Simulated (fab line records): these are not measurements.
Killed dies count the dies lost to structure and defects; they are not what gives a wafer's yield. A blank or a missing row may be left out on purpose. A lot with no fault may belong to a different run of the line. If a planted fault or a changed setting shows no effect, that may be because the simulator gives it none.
fab line records	flow n5_finfet
record lots=9	wafers=27	last_day=18
route steps=1938 shown BEOL_M12@1636 BEOL_M13@1659
lots that met no fault: from a run of the same line without faults
start_h: hours from the record's first day to the start of the lot's first wafer shown	wait_h: hours since the lot's step before	" as in the row above	L1.1+2: a row that stands for several wafers	- value missing, or start not given	* or withheld: withheld	< > ~ a bound
route shown NAME@n: NAME is a module with steps in the file, n the number in the route of the first one	usual: mean and standard deviation over wafers with no fault	same: alike in all rows	chamber/n: place in a boat	sites: each site's reading	_std_site: their standard deviation	_edge_site: outer sites' mean less inner sites'	radius_mm: how far each site lies from the wafer's centre	mask NAME#n: copy n	behind: the most recent tool/chamber to have shaped the wafer	hold: what put the lot on hold/how long, in hours/how the hold closed	device: whichever transistor did not switch (one of n, p or np)	end of line: tests run on the same wafers once the route is complete	a step given without rows: its recipe and nothing more	killed: dies lost to structure and defects at the first sort, not the wafer's yield	map: a wafer's dies, x killed, . not, _ none there
set.NAME: the setting as run; set.NAME@STEP: as run at that earlier step	model.NAME: the simulator's own value behind a step, which no gauge read
route steps across a sampled set of lots; one table per step, one row per wafer
services: the hour from which a tool's chamber was out of use, counted from the record's first day as start_h (under 0 if before that day), plus the number of hours and why
## steps
# step N5_BEOL_M12_ETCH_67
# recipe chemistry=CF4	target=SiARC	target_depth_a=1430	time_s=238.3	ion_energy_ev=80	pressure_mtorr=40	source_w=545	bias_w=36	Ar_flow_sccm=100	cf4_flow_sccm=100	ends=cleared
# usual drypump_motor_current_A=5.7/0.41	etch_rf_on_time_s=238/4.4	oes_product_au=0.70/0.071	rf_vpp_V=184.0/1.3	showerhead_plenum_p_Torr=2.14/0.069	throttle_valve_pct=15.48/0.18
lot.wafer	tool	chamber	start_h	wait_h	drypump_motor_current_A	etch_rf_on_time_s	oes_product_au	rf_hours_counter_h	rf_vpp_V	showerhead_plenum_p_Torr	throttle_valve_pct
L589.2	rie_diel-02	2	255.73	0.0	6.2	237	0.67	104	185.2	2.23	15.40
L589.3	"	0	"	"	5.8	243	0.60	217	181.9	2.03	15.67
L589.6	"	2	"	"	6.2	238	0.67	-	186.3	2.23	15.37
L590.1	rie_diel-04	2	266.23	0.0	5.8	229	0.84	12	184.0	2.10	15.38
L590.2	"	3	"	"	6.5	241	0.60	231	183.6	2.19	15.72
L590.5	"	0	"	"	5.2	238	0.75	-	183.5	2.11	15.11
L595.3	rie_diel-02	3	300.43	0.0	5.7	238	0.72	55	186.1	2.17	15.27
L595.4	"	0	"	"	5.8	239	0.60	230	182.8	2.03	15.70
L595.6	"	0	"	"	5.8	240	0.60	-	181.5	2.03	15.69
L597.1	rie_diel-05	2	325.02	0.0	6.5	237	0.77	29	184.3	2.19	15.61
L597.3	"	3	"	"	5.2	243	0.69	83	185.4	2.27	15.63
L597.4	"	0	"	"	5.8	237	0.71	77	183.7	2.07	15.45
L602.3	rie_diel-02	3	347.79	0.0	5.7	241	0.70	73	182.8	2.17	15.30
L602.5	"	0	"	"	5.8	245	0.59	-	181.6	2.02	15.71
L602.6	"	1	"	"	5.2	242	0.68	-	183.1	2.15	15.54
L606.1	rie_diel-05	1	373.28	0.0	5.7	234	0.67	112	185.0	2.07	15.69
L606.3	"	0	"	"	5.8	236	0.69	94	183.2	2.06	15.47
L606.6	"	0	"	"	5.8	236	0.70	-	183.2	2.06	15.47
L605.3	rie_diel-05	3	381.82	0.0	5.2	239	0.68	99	185.6	2.26	15.65
L605.5	"	1	"	"	5.6	237	0.66	-	183.5	2.07	15.70
L605.6	"	2	"	"	6.5	237	0.75	-	184.4	2.19	15.64
L608.1	rie_diel-04	2	382.41	0.0	5.7	227	0.77	56	184.8	2.09	15.46
L608.3	"	0	"	"	5.2	236	0.70	72	183.0	2.09	15.22
L608.6	"	2	"	"	5.7	227	0.77	-	182.7	2.09	15.48
L607.1	rie_diel-02	2	395.32	0.0	6.2	239	0.64	150	185.8	2.21	15.47
L607.4	"	1	"	"	5.2	236	0.67	127	183.5	2.14	15.61
L607.5	"	0	"	"	5.8	231	0.83	-	186.6	2.27	15.21
# step N5_BEOL_M12_DEGAS_41
# recipe ambient=vacuum	temp_c=250	time_s=60
# usual heater_power_w=332/32
lot.wafer	tool	chamber	start_h	wait_h	heater_power_w
L589.2	pvd_sputter-02	-	260.62	0.1	324
L589.3	"	-	"	"	318
L589.6	"	-	"	"	316
L590.1	pvd_sputter-02	-	268.37	0.3	391
L590.2	"	-	"	"	324
L590.5	"	-	"	"	327
L595.3	pvd_sputter-01	-	302.32	0.7	277
L595.4	"	-	"	"	274
L595.6	"	-	"	"	351
L597.1	pvd_sputter-03	-	326.18	0.2	298
L597.3	"	-	"	"	366
L597.4	"	-	"	"	365
L602.3	pvd_sputter-02	-	349.44	0.4	327
L602.5	"	-	"	"	322
L602.6	"	-	"	"	317
L606.1	pvd_sputter-02	-	378.54	1.2	318
L606.3	"	-	"	"	325
L606.6	"	-	"	"	324
L605.3	pvd_sputter-02	-	386.00	0.3	328
L605.5	"	-	"	"	322
L605.6	"	-	"	"	385
L608.1	pvd_sputter-02	-	386.66	0.3	328
L608.3	"	-	"	"	384
L608.6	"	-	"	"	324
L607.1	pvd_sputter-03	-	397.71	0.4	308
L607.4	"	-	"	"	367
L607.5	"	-	"	"	312
# step N5_BEOL_M12_RS_MEAS_54
# recipe thk_meas_gauge=four-point-probe	reads=Cu_of_BEOL_M12_ECD_47+Ta_of_BEOL_M12_SPUTTER_44+TaN_of_BEOL_M12_SPUTTER_43
# usual M12_RS=0.0601/0.0012
lot.wafer	tool	chamber	start_h	wait_h	M12_RS[ohm/sq]
L589.2	film_metro-02	-	262.60	0.0	0.0614
L589.3	"	-	"	"	0.0620
L589.6	"	-	"	"	0.0618
L590.1	film_metro-01	-	269.59	0.0	0.0601
L590.2	"	-	"	"	0.0612
L590.5	"	-	"	"	0.0600
L595.3	film_metro-02	-	303.56	0.0	0.0608
L595.4	"	-	"	"	0.0624
L595.6	"	-	"	"	0.0618
L597.1	film_metro-02	-	327.87	0.0	0.0602
L597.3	"	-	"	"	0.0605
L597.4	"	-	"	"	0.0605
L602.3	film_metro-01	-	350.66	0.0	0.0610
L602.5	"	-	"	"	0.0623
L602.6	"	-	"	"	0.0611
L606.1	film_metro-01	-	379.75	0.0	0.0593
L606.3	"	-	"	"	0.0599
L606.6	"	-	"	"	0.0596
L605.3	film_metro-02	-	387.23	0.0	0.0596
L605.5	"	-	"	"	0.0599
L605.6	"	-	"	"	0.0597
L608.1	film_metro-02	-	387.89	0.1	0.0588
L608.3	"	-	"	"	0.0591
L608.6	"	-	"	"	0.0583
L607.1	film_metro-01	-	398.96	0.1	0.0612
L607.4	"	-	"	"	0.0598
L607.5	"	-	"	"	0.0590
# step N5_BEOL_M13_ILD_DEP_00
# recipe material=SiOC	target_thk_a=8379.2	temp_c=350	precursor=DEMS/O2	pressure_torr=5	rf_w=500	time_s=166.4
# usual heater_power_w=479/85	showerhead_plenum_p_Torr=5.691/0.013	throttle_valve_pct=12.0/0.65
lot.wafer	tool	chamber	start_h	wait_h	heater_power_w	showerhead_plenum_p_Torr	throttle_valve_pct
L589.2	pecvd-04	1	262.67	0.0	471	5.677	12.4
L589.3	"	0	"	"	562	5.708	12.6
L589.6	"	0	"	"	432	5.674	12.7
L590.1	pecvd-02	2	269.65	0.0	652	5.687	11.3
L590.2	"	1	"	"	683	5.692	12.4
L590.5	"	2	"	"	512	5.686	11.3
L595.3	pecvd-04	0	303.63	0.0	508	5.682	12.9
L595.4	"	1	"	"	420	5.675	12.1
L595.6	"	2	"	"	409	5.714	10.8
L597.1	pecvd-04	1	327.93	0.0	409	5.676	11.9
L597.3	"	0	"	"	512	5.701	12.5
L597.4	"	2	"	"	414	5.707	10.8
L602.3	pecvd-01	0	350.72	0.0	506	5.686	11.7
L602.5	"	1	"	"	382	5.701	11.3
L602.6	"	2	"	"	570	5.686	12.2
L606.1	pecvd-02	1	379.82	0.0	679	5.713	12.5
L606.3	"	0	"	"	449	5.690	13.1
L606.6	"	2	"	"	614	5.690	11.4
L605.3	pecvd-04	0	387.30	0.0	543	5.683	12.8
L605.5	"	1	"	"	460	5.685	12.3
L605.6	"	2	"	"	402	5.705	11.1
L608.1	pecvd-04	1	387.96	0.0	391	5.664	12.0
L608.3	"	2	"	"	407	5.714	10.9
L608.6	"	0	"	"	556	5.694	12.9
L607.1	pecvd-01	0	399.02	0.0	483	5.698	11.9
L607.4	"	0	"	"	496	5.690	11.9
L607.5	"	0	"	"	408	5.691	12.0
# step N5_BEOL_M13_THK_MEAS_01
# recipe reads=SiOC_of_BEOL_M13_ILD_DEP_00
# usual M13_ILD_THK=836/10
lot.wafer	tool	chamber	start_h	wait_h	M13_ILD_THK[nm]
L589.2	film_metro-01	-	262.82	0.1	826
L589.3	"	-	"	"	834
L589.6	"	-	"	"	846
L590.1	film_metro-01	-	269.80	0.1	837
L590.2	"	-	"	"	830
L590.5	"	-	"	"	841
L595.3	film_metro-02	-	303.78	0.1	826
L595.4	"	-	"	"	680
L595.6	"	-	"	"	686
L597.1	film_metro-02	-	328.08	0.1	684
L597.3	"	-	"	"	817
L597.4	"	-	"	"	690
L602.3	film_metro-02	-	350.87	0.1	827
L602.5	"	-	"	"	838
L602.6	"	-	"	"	848
L606.1	film_metro-02	-	379.97	0.1	837
L606.3	"	-	"	"	841
L606.6	"	-	"	"	852
L605.3	film_metro-01	-	387.45	0.1	834
L605.5	"	-	"	"	842
L605.6	"	-	"	"	842
L608.1	film_metro-01	-	388.12	0.1	829
L608.3	"	-	"	"	821
L608.6	"	-	"	"	839
L607.1	film_metro-01	-	399.23	0.2	818
L607.4	"	-	"	"	838
L607.5	"	-	"	"	848
# step N5_BEOL_M13_STRIP_63
# recipe chemistry=N2/H2	power_w=1000	temp_c=250	h2_frac=0.65	overash_fraction=0.3	pressure_mtorr=1000	n2_flow_sccm=1750	h2_flow_sccm=3250
# usual drypump_motor_current_A=5.9/0.51	heater_power_w=376/43	oes_product_au=0.675/0.0049	strip_time_to_endpoint_s=28.1/1
lot.wafer	tool	chamber	start_h	wait_h	drypump_motor_current_A	heater_power_w	oes_product_au	rf_hours_counter_h	strip_time_to_endpoint_s
L589.2	plasma_asher-02	1	263.53	-	6.4	422	0.667	71	29.1
L589.3	"	1	"	"	6.4	422	0.674	-	29.2
L589.6	"	0	"	"	5.7	395	0.676	-	28.0
L590.1	plasma_asher-02	1	270.56	-	6.4	424	0.677	73	28.3
L590.2	"	0	"	"	5.7	394	0.684	73	29.1
L590.5	"	0	"	"	5.7	390	0.674	-	28.0
L595.3	plasma_asher-01	0	304.74	-	6.2	339	0.680	-	29.8
L595.4	"	1	"	"	4.9	315	0.685	-	41.1
L595.6	"	0	"	"	6.2	341	0.692	-	40.7
L597.1	plasma_asher-02	1	328.92	-	6.3	423	0.690	84	41.3
L597.3	"	0	"	"	5.7	391	0.675	-	28.8
L597.4	"	1	"	"	6.3	429	0.686	-	40.1
L602.3	plasma_asher-02	1	351.73	-	6.4	437	0.676	-	29.8
L602.5	"	0	"	"	5.7	387	0.681	-	28.8
L602.6	"	1	"	"	6.3	424	0.666	-	27.1
L606.1	plasma_asher-02	1	380.68	-	6.3	422	0.677	93	28.2
L606.3	"	1	"	"	6.4	417	0.676	-	27.6
L606.6	"	0	"	"	5.7	390	0.669	-	26.5
L605.3	plasma_asher-01	0	388.33	-	6.2	331	0.672	-	27.7
L605.5	"	0	"	"	6.2	334	0.678	-	28.0
L605.6	"	1	"	"	4.9	307	0.672	-	27.4
L608.1	plasma_asher-01	1	389.16	-	5.0	307	0.678	156	29.2
L608.3	"	1	"	"	4.9	303	0.671	-	29.7
L608.6	"	1	"	"	4.9	309	0.676	-	28.6
L607.1	plasma_asher-02	1	400.37	-	6.4	425	0.676	98	30.3
L607.4	"	0	"	"	5.7	390	0.671	-	28.2
L607.5	"	0	"	"	5.7	394	0.678	-	26.3
## services
tool	chamber	start_h	hours	kind
pecvd-02	2	233.53	18.2	repair
pecvd-04	2	233.59	5.8	repair
plasma_asher-02	-	240.80	0.9	repair
pecvd-01	1	243.29	17.6	repair
pecvd-01	-	245.94	0.7	repair
plasma_asher-01	-	245.98	1.4	repair
pecvd-04	-	265.39	0.2	repair
pecvd-01	-	268.67	0.6	repair
plasma_asher-01	-	279.24	0.7	repair
pecvd-04	-	284.97	2.8	pm
rie_diel-04	3	302.35	11.0	repair
pecvd-02	0	302.60	6.9	repair
rie_diel-05	-	312.36	2.8	pm
pvd_sputter-01	-	336.32	11.7	repair
pecvd-02	-	336.80	1.3	repair
rie_diel-04	-	337.78	6.8	repair
rie_diel-02	-	344.64	0.3	repair
rie_diel-05	3	351.58	8.8	repair
rie_diel-02	0	354.63	-	clean
pvd_sputter-02	-	357.05	3.6	repair
rie_diel-05	2	364.74	10.6	repair
pecvd-04	2	366.19	5.5	scheduled_down
pecvd-02	-	367.45	6.0	pm
pvd_sputter-03	-	367.80	5.5	repair
## key
first_sign step=N5_BEOL_M13_THK_MEAS_01	reading=M13_ILD_THK	direction=down	sigmas=15	usual=836	struck=685
effect step=N5_BEOL_M13_STRIP_63	reading=strip_time_to_endpoint_s	direction=up	sigmas=13	usual=*	struck=*
met_at N5_BEOL_M13_ILD_DEP_00
struck_lots L595,L597
struck_wafers L595.4,L595.6,L597.1,L597.4
not_acting_at N5_BEOL_M12_ETCH_67,N5_BEOL_M12_DEGAS_41,N5_BEOL_M12_RS_MEAS_54
onset_between 262.67 303.63
fault kind=process_parameter_drift	tool=pecvd-04	chamber=-	onset_h=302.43	steps=N5_BEOL_M13_ILD_DEP_00	channel=target_thk_a	offset=*	shape=step	end_h=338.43	scope=struck_wafers_only	acts_in=*	stated=*
